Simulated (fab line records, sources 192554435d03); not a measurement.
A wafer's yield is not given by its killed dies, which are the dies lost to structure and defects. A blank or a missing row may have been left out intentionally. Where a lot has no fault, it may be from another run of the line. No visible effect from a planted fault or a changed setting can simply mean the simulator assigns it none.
Which of the tools did it? || flow n5Finfet || Sampling: 6 lots, 15 wafers, 5 of 1938 route steps

WHAT EACH GAUGE READ, for each wafer
N5_BEOL_M14_INSPECT_55: inspects for defects (darkfield).
{"lot": "L856", "measured": "day 12 02:26", "on": "defectInspect-02", "rawDefectCount": "67 67"}
{"lot": "L860", "measured": "day 12 15:13", "on": "defectInspect-01", "rawDefectCount": "45 48"}
{"lot": "L864", "measured": "day 13 11:31", "on": "defectInspect-02", "rawDefectCount": "52 37"}
{"lot": "L867", "measured": "day 15 00:24", "on": "defectInspect-02", "rawDefectCount": "128 33 72"}
{"lot": "L872", "measured": "day 15 17:21", "on": "defectInspect-02", "rawDefectCount": "63 57 60"}
{"lot": "L876", "measured": "day 17 05:26", "on": "defectInspect-01", "rawDefectCount": "68 54 66"}

EACH LOT AND THE TOOL THAT RAN IT (in order: tool; ch and the chambers of the sampled wafers; start)
{"lot": "L856", "N5_BEOL_M14_STRIP_37": "rieDiel-04 ch 0,3, day 12 00:43", "N5_BEOL_M14_SPUTTER_43": "pvdSputter-01, day 12 01:13", "N5_BEOL_M14_ECD_47": "ecdCu-02 ch 1, day 12 01:33", "N5_BEOL_M14_CMP_49": "cmp-03 ch 0, day 12 01:59"}
{"lot": "L860", "N5_BEOL_M14_STRIP_37": "rieDiel-01 ch 2, day 12 12:59", "N5_BEOL_M14_SPUTTER_43": "pvdSputter-02, day 12 13:59", "N5_BEOL_M14_ECD_47": "ecdCu-02 ch 0, day 12 14:16", "N5_BEOL_M14_CMP_49": "cmp-03 ch 1,2, day 12 14:46"}
{"lot": "L864", "N5_BEOL_M14_STRIP_37": "rieDiel-04 ch 0,2, day 13 09:47", "N5_BEOL_M14_SPUTTER_43": "pvdSputter-02, day 13 10:17", "N5_BEOL_M14_ECD_47": "ecdCu-02 ch 0,1, day 13 10:34", "N5_BEOL_M14_CMP_49": "cmp-02 ch 3, day 13 11:04"}
{"lot": "L867", "N5_BEOL_M14_STRIP_37": "rieDiel-01 ch 0,1, day 14 22:32", "N5_BEOL_M14_SPUTTER_43": "pvdSputter-03, day 14 23:00", "N5_BEOL_M14_ECD_47": "ecdCu-02 ch 0,1, day 14 23:17", "N5_BEOL_M14_CMP_49": "cmp-03 ch 1,2, day 14 23:57"}
{"lot": "L872", "N5_BEOL_M14_STRIP_37": "rieDiel-01 ch 0,1,2, day 15 15:31", "N5_BEOL_M14_SPUTTER_43": "pvdSputter-02, day 15 16:07", "N5_BEOL_M14_ECD_47": "ecdCu-01 ch 0,1, day 15 16:24", "N5_BEOL_M14_CMP_49": "cmp-01 ch 0,2,3, day 15 16:54"}
{"lot": "L876", "N5_BEOL_M14_STRIP_37": "rieDiel-04 ch 1,2,3, day 17 03:25", "N5_BEOL_M14_SPUTTER_43": "pvdSputter-03, day 17 04:12", "N5_BEOL_M14_ECD_47": "ecdCu-01 ch 0,1, day 17 04:28", "N5_BEOL_M14_CMP_49": "cmp-03 ch 0,1,3, day 17 05:02"}
- N5_BEOL_M14_STRIP_37: strips in O2.
- N5_BEOL_M14_SPUTTER_43: material TaN, target thk 15 nm, time 24.19 s.
- N5_BEOL_M14_ECD_47: material Cu, target thk 1248 nm.
- N5_BEOL_M14_CMP_49: polishes, stops on SiO2, t overpolish 5.2 s, target thk 560 nm.

THE ANSWER, worked out from the rows above alone
Rule: the lots themselves supply what counts as usual. Put in order of their means at a reading, lots are off if they are a third of the lots or fewer, leave a main group of 4 or more, and stand apart from it by a gap of 3 or more times the standard deviation of the main group's means; of several such gaps the widest counts. Not used: any main group whose means are identical at the precision the tables above print for the reading. A lot without any number at a reading at which 4 lots or more have one is off too. Where the step has rows for the other lots, those lots are counted as sound.
No lot is off at any reading shown: from this, nothing can be told.

WHAT HAD BEEN PUT IN BY THE SIMULATOR
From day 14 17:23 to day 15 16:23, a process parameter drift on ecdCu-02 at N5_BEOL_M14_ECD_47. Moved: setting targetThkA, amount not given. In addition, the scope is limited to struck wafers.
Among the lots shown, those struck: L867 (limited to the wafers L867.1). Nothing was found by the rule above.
